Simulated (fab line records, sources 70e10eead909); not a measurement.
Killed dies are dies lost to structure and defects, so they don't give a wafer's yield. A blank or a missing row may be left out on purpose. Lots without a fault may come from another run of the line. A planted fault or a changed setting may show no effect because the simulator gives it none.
Which tool did it? | flow nand_harc | 12 lots, 36 wafers sampled, at 5 steps of a route of 1302

WHAT THE GAUGES READ, wafer by wafer
NHARC_A_ONON_D2_THK_MEAS_08: measures by ellipsometry. Usual: thk_nm 997 nm, standard deviation 8.3.
lot  | measured     | on            | thk_nm (nm)    | flag
L486 | day 13 09:05 | film_metro-01 | 995 994 994    |
L485 | day 13 09:05 | film_metro-02 | 1001 999 1000  |
L490 | day 15 11:37 | film_metro-01 | 977 977 977    |
L489 | day 15 11:31 | film_metro-02 | 995 995 995    |
L491 | day 16 01:20 | film_metro-02 | 1013 1013 1013 |
L493 | day 16 04:19 | film_metro-01 | 1003 1003 1003 |
L494 | day 17 03:17 | film_metro-01 | 999 1003 1001  |
L495 | day 17 03:20 | film_metro-01 | 1004 1005 1006 |
L497 | day 18 17:55 | film_metro-01 | 998 998 997    |
L499 | day 19 16:51 | film_metro-02 | 988 988 990    |
L503 | day 21 04:34 | film_metro-01 | 995 994 996    |
L506 | day 22 09:48 | film_metro-02 | 1010 1011 1010 |

NHARC_A_ONON_D2_THK_MEAS_24: measures by ellipsometry. Usual: thk_nm 1001 nm, standard deviation 8.9.
lot  | measured     | on            | thk_nm (nm)    | flag
L486 | day 13 18:43 | film_metro-01 | 993 992 992    |
L485 | day 13 18:43 | film_metro-02 | 994 994 995    |
L490 | day 15 21:22 | film_metro-01 | 1013 1013 1011 |
L489 | day 15 21:22 | film_metro-02 | 988 987 988    |
L491 | day 16 11:18 | film_metro-01 | 998 994 997    |
L493 | day 16 11:18 | film_metro-01 | 997 996 997    |
L494 | day 17 14:27 | film_metro-02 | 999 1001 998   |
L495 | day 17 14:28 | film_metro-02 | 1007 1007 1007 |
L497 | day 19 03:32 | film_metro-01 | 987 985 986    |
L499 | day 20 02:32 | film_metro-02 | 1010 1010 1009 |
L503 | day 21 14:34 | film_metro-02 | 999 998 998    |
L506 | day 22 22:13 | film_metro-01 | 1006 1007 1004 |

NHARC_A_ONON_D2_THK_MEAS_34: measures by ellipsometry. Usual: thk_nm 200.8 nm, standard deviation 2.8.
lot  | measured     | on            | thk_nm (nm)       | flag
L486 | day 13 20:19 | film_metro-01 | 198.3 199.5 201.5 |
L485 | day 13 20:20 | film_metro-02 | 197.1 200.9 201.6 |
L490 | day 15 22:58 | film_metro-02 | 199.9 200.0 201.7 |
L489 | day 15 22:58 | film_metro-01 | 195.8 201.2 201.8 |
L491 | day 16 12:55 | film_metro-01 | 200.9 198.2 202.6 |
L493 | day 16 12:53 | film_metro-02 | 197.8 199.3 202.0 |
L494 | day 17 16:03 | film_metro-01 | 202.0 203.1 206.6 |
L495 | day 17 16:03 | film_metro-02 | 205.3 202.6 203.5 |
L497 | day 19 05:08 | film_metro-01 | 200.2 198.6 204.7 |
L499 | day 20 04:08 | film_metro-01 | 223.7 222.0 225.3 | OFF
L503 | day 21 16:10 | film_metro-01 | 220.5 226.8 222.2 | OFF
L506 | day 22 23:49 | film_metro-01 | 197.1 196.9 200.5 |

WHICH TOOL RAN EACH LOT (tool, then ch and the chambers of the sampled wafers, then the start)
lot  | NHARC_A_DECK1_JOINT_DEP_16      | NHARC_A_ONON_D2_DEP_33
L486 | pecvd-02 ch 1,2, day 13 07:03   | pecvd-01 ch 1,2, day 13 19:54
L485 | pecvd-04 ch 0,2, day 13 07:05   | pecvd-03 ch 0,1, day 13 19:55
L490 | pecvd-04 ch 0,2, day 15 09:29   | pecvd-02 ch 0,1,2, day 15 22:33
L489 | pecvd-01 ch 0,2, day 15 09:31   | pecvd-01 ch 0,1,2, day 15 22:35
L491 | pecvd-01 ch 1,2, day 15 23:19   | pecvd-02 ch 0,1,2, day 16 12:29
L493 | pecvd-04 ch 0,1,2, day 16 02:18 | pecvd-01 ch 1,2, day 16 12:28
L494 | pecvd-02 ch 1,2, day 17 01:17   | pecvd-02 ch 0,1, day 17 15:41
L495 | pecvd-04 ch 0,1, day 17 01:19   | pecvd-03 ch 0,2, day 17 15:41
L497 | pecvd-02 ch 0,1,2, day 18 15:53 | pecvd-03 ch 0,1, day 19 04:46
L499 | pecvd-01 ch 0,1, day 19 14:51   | pecvd-03 ch 0,1, day 20 03:49
L503 | pecvd-01 ch 1,2, day 21 02:36   | pecvd-03 ch 0,1, day 21 15:48
L506 | pecvd-01 ch 0,2, day 22 07:50   | pecvd-01 ch 0,1, day 22 23:25
- NHARC_A_DECK1_JOINT_DEP_16: deposits SiO2, target thk 45 nm.
- NHARC_A_ONON_D2_DEP_33: deposits SiO2, target thk 200 nm.

WHAT THE TOOLS THEMSELVES READ (means of the sampled wafers that have a number; where no wafer has one, the mark that the record gives instead)
NHARC_A_DECK1_JOINT_DEP_16. Usual: heater_power_w 635 W, standard deviation 82; rf_fwd_power_W 896.0 W, standard deviation 2.6; showerhead_vpp_V 1795 V, standard deviation 55; throttle_valve_pct 15.9 %, standard deviation 0.46.
lot  | tool     | heater_power_w (W) | rf_fwd_power_W (W) | showerhead_vpp_V (V) | throttle_valve_pct (%) | flag
L486 | pecvd-02 | 737                | 897.4              | 1832                 | 15.4                   |
L485 | pecvd-04 | 586                | 896.2              | 1749                 | 15.8                   |
L490 | pecvd-04 | 657                | 895.4              | 1815                 | 16.2                   |
L489 | pecvd-01 | 546                | 895.5              | 1751                 | 16.0                   |
L491 | pecvd-01 | 659                | 893.1              | 1807                 | 16.3                   |
L493 | pecvd-04 | 619                | 896.1              | 1784                 | 16.0                   |
L494 | pecvd-02 | 730                | 897.4              | 1818                 | 15.7                   |
L495 | pecvd-04 | 624                | 896.6              | 1800                 | 16.0                   |
L497 | pecvd-02 | 696                | 899.9              | 1830                 | 15.7                   |
L499 | pecvd-01 | 572                | 893.2              | 1800                 | 16.2                   |
L503 | pecvd-01 | 646                | 895.5              | 1801                 | 16.4                   |
L506 | pecvd-01 | 499                | 893.8              | 1743                 | 16.0                   |

NHARC_A_ONON_D2_DEP_33. Usual: heater_power_w 609 W, standard deviation 120; rf_fwd_power_W 898.2 W, standard deviation 2.8; showerhead_vpp_V 1788 V, standard deviation 67; throttle_valve_pct 16.1 %, standard deviation 0.48.
lot  | tool     | heater_power_w (W) | rf_fwd_power_W (W) | showerhead_vpp_V (V) | throttle_valve_pct (%) | flag
L486 | pecvd-01 | 737                | 898.6              | 1785                 | 16.9                   |
L485 | pecvd-03 | 538                | 897.2              | 1701                 | 16.3                   |
L490 | pecvd-02 | 684                | 901.2              | 1818                 | 15.9                   |
L489 | pecvd-01 | 581                | 897.4              | 1787                 | 16.2                   |
L491 | pecvd-02 | 728                | 897.7              | 1850                 | 16.0                   |
L493 | pecvd-01 | 668                | 902.4              | 1775                 | 16.3                   |
L494 | pecvd-02 | 688                | 899.4              | 1843                 | 16.2                   |
L495 | pecvd-03 | 428                | 898.0              | 1833                 | 15.8                   |
L497 | pecvd-03 | 499                | 896.7              | 1777                 | 16.1                   |
L499 | pecvd-03 | 327                | 1259.0             | 2096                 | 16.1                   | OFF
L503 | pecvd-03 | 339                | 1257.1             | 2111                 | 16.1                   | OFF
L506 | pecvd-01 | 601                | 899.6              | 1797                 | 15.8                   |

THE ANSWER, worked out from the rows above alone
Rule: a lot is off if the mean of its wafers that have a number lies more than 3 standard deviations from the usual mean. A lot without any number at a reading at which 4 lots or more have one is off too. The other lots that the step has rows for count as sound. The gauges are gone through in route order, then the tools' own readings, and for those a lot's mean is taken as printed above. The first step at which some lot is off is used, and at that step the reading that is off furthest; a lot without a number counts as furthest.
Off: L499, L503, at NHARC_A_ONON_D2_THK_MEAS_34 (thk_nm).
A tool fits if, at a process step before that reading, it ran every lot that is off, and no sound lot after the first of them. The gauges at NHARC_A_ONON_D2_THK_MEAS_34 aren't tried: what is off there is off at NHARC_A_ONON_D2_DEP_33 too, on other tools, and a gauge's error can't cause that. One fits: pecvd-03 at NHARC_A_ONON_D2_DEP_33. Its last sound lot is L497 (day 19 04:46), its first lot that is off L499 (day 20 03:49): a fault that began between those two fits.
The tool's own readings at NHARC_A_ONON_D2_DEP_33 bear it out: on the lots that are off they differ by more than 5 times the standard deviation of the sound lots' means. rf_fwd_power_W reads 1258.0 W there against 898.8 W on the sound lots; showerhead_vpp_V reads 2104 V there against 1797 V on the sound lots.

WHAT THE SIMULATOR HAD PUT IN
Process parameter drift: pecvd-03, from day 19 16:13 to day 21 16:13, at NHARC_A_ONON_D2_DEP_33. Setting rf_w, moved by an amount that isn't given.
Lots struck among those shown: L499, L503. The rule above found the same.
